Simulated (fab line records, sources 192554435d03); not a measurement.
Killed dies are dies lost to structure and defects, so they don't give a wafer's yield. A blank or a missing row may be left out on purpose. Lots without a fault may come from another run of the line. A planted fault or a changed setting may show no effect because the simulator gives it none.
A struck lot beside a sound one | flow n5_finfet | 37 steps out of a route of 1938
Sound: wafers L373.1, L373.2, L373.4. Struck: wafers L390.1, L390.5, L390.6. The cause comes at the end.
At each step with rows: each side's tool, then ch and its chambers, then its first start. Under that, the readings that differ: sound wafers | struck wafers | difference of the means | sigmas: that difference in standard deviations of wafers without a fault.
alike: readings whose means differ by less than 2 such deviations, and words and numbers that are the same on both sides. not compared: withheld readings, readings that some wafer has no value for, bounds like >300 that may hide the same value, and numbers for which the record gives no deviation and whose values overlap.
The two part at a step that has a row with sigmas, a row that says differs or no value, or rows on one side only. Numbers that don't overlap but have no deviation are shown without sigmas and don't part them. A reading that every wafer of one side lacks parts them only if that side has two wafers or more.

first, 8 steps without rows for these wafers: N5_BEOL_M5_ANNEAL_51 (time 90 s); N5_BEOL_M5_CMP_52 (polishes, stops on SiCOH lowk, t overpolish 6.9 s, target thk 62 nm); N5_BEOL_M5_PRE_CLEAN_77 (time 15 s); N5_BEOL_M5_CO_CAP_78 (material Co, precursor CCTBA/H2, target thk 2 nm, time 102.1 s); N5_BEOL_M5_PRE_CLEAN_55 (time 15 s); N5_BEOL_M5_DEP_56 (deposits SiCN from 3MS/NH3, target thk 8 nm, time 14 s); N5_BEOL_M6_ILD_DEP_00 (deposits SiCOH lowk from DEMS/porogen, target thk 179.75 nm, time 33.4 s); N5_BEOL_M6_CURE_74 (cures SiCOH lowk, time 240 s).
N5_BEOL_M6_PECVD_70: deposits SiO2 from TEOS/O2, target thk 20 nm, time 22.7 s.
  sound on pecvd-01 ch 0,2, day 9 11:53; struck on pecvd-02 ch 0,1, day 13 20:52
  reading            | sound       | struck      | difference | sigmas
  heater_power_w (W) | 533 631 625 | 948 966 952 | +359       | +3
  alike: rf_fwd_power_W, showerhead_plenum_p_Torr, throttle_valve_pct
then, 25 steps without rows for these wafers: N5_BEOL_M6_HM_DEP_02 (deposits TiN, target thk 20 nm); N5_BEOL_M6_COAT_59 (time 60 s, resist thk 100 nm); N5_BEOL_M6_COAT_60 (time 60 s, resist thk 35 nm); N5_BEOL_M6_COAT_05 (resist thk 90 nm); N5_BEOL_M6_EBR_07; N5_BEOL_M6_SOFTBAKE_06 (time 60 s); N5_BEOL_M6_EXPOSE_08 (exposes mask M6); N5_BEOL_M6_PEB_09 (peb time 60 s); N5_BEOL_M6_DEVELOP_10 (develop time 30 s); N5_BEOL_M6_DESCUM_16 (chemistry O2, time 7.9 s); N5_BEOL_M6_ETCH_61 (etches SiARC in CF4, target depth 45.5 nm, time 75.8 s); N5_BEOL_M6_ETCH_62 (etches SOC in N2/H2, target depth 110 nm, overetch 22 nm, time 165 s); N5_BEOL_M6_STRIP_68 (strips in N2/H2); N5_BEOL_M6_STRIP_67 (strips in CF4); N5_BEOL_M6_HM_OPEN_17 (chemistry Cl2/BCl3, target TiN, target depth 20 nm, overetch 6 nm); N5_BEOL_M6_STRIP_19 (strips in O2); N5_BEOL_M6_COAT_63 (time 60 s, resist thk 60 nm); N5_BEOL_M6_COAT_64 (time 60 s, resist thk 12 nm); N5_BEOL_M6_COAT_71 (time 60 s, resist thk 5 nm); N5_BEOL_M6_COAT_22 (resist thk 30 nm); N5_BEOL_M6_EBR_24; N5_BEOL_M6_SOFTBAKE_23 (time 60 s); N5_BEOL_M6_EXPOSE_25 (exposes mask V5, target cd 40 nm); N5_BEOL_M6_PEB_26 (peb time 60 s); N5_BEOL_M6_DEVELOP_27 (develop time 30 s).
N5_BEOL_M6_HM_STRIP_39: strips TiN in peroxide tin strip, target depth 25 nm, time 158 s.
  sound on wet_bench-04 ch 3,4,6, day 9 13:51; struck on wet_bench-02 ch 0,1,6, day 14 01:13
  reading                                    | sound          | struck       | difference | sigmas
  model.SiO2_of_BEOL_M6_PECVD_70.thk_nm (nm) | 19.8 19.8 19.8 | 39 40.2 39.2 | +20        |
N5_BEOL_M6_CMP_52: polishes, stops on SiCOH lowk, t overpolish 6.9 s, target thk 80 nm.
  sound on cmp-02 ch 0,1,3, day 9 18:57; struck on cmp-04 ch 1,2, day 14 03:55
  reading                      | sound             | struck            | difference | sigmas
  barrier_field_endpoint_s (s) | 28.5 29.3 29.1    | 46.7 46.7 46.7    | +17.7      | +21
  overpolish_run_s (s)         | 6.909 6.917 6.895 | 0.044 0.044 0.038 | -6.865     | -99 or more
  alike: clearing_platen_rpm, head_pressure_psi, motor_current_A, time_to_endpoint_s
N5_PASSIVATION_PROBE_49:
  the record has rows for the sound wafers here (prober-02, day 13 06:58) and none for the struck ones

WHERE THEY PART
First at N5_BEOL_M6_PECVD_70; last, within this record, at N5_PASSIVATION_PROBE_49.

WHY: what the simulator had put in
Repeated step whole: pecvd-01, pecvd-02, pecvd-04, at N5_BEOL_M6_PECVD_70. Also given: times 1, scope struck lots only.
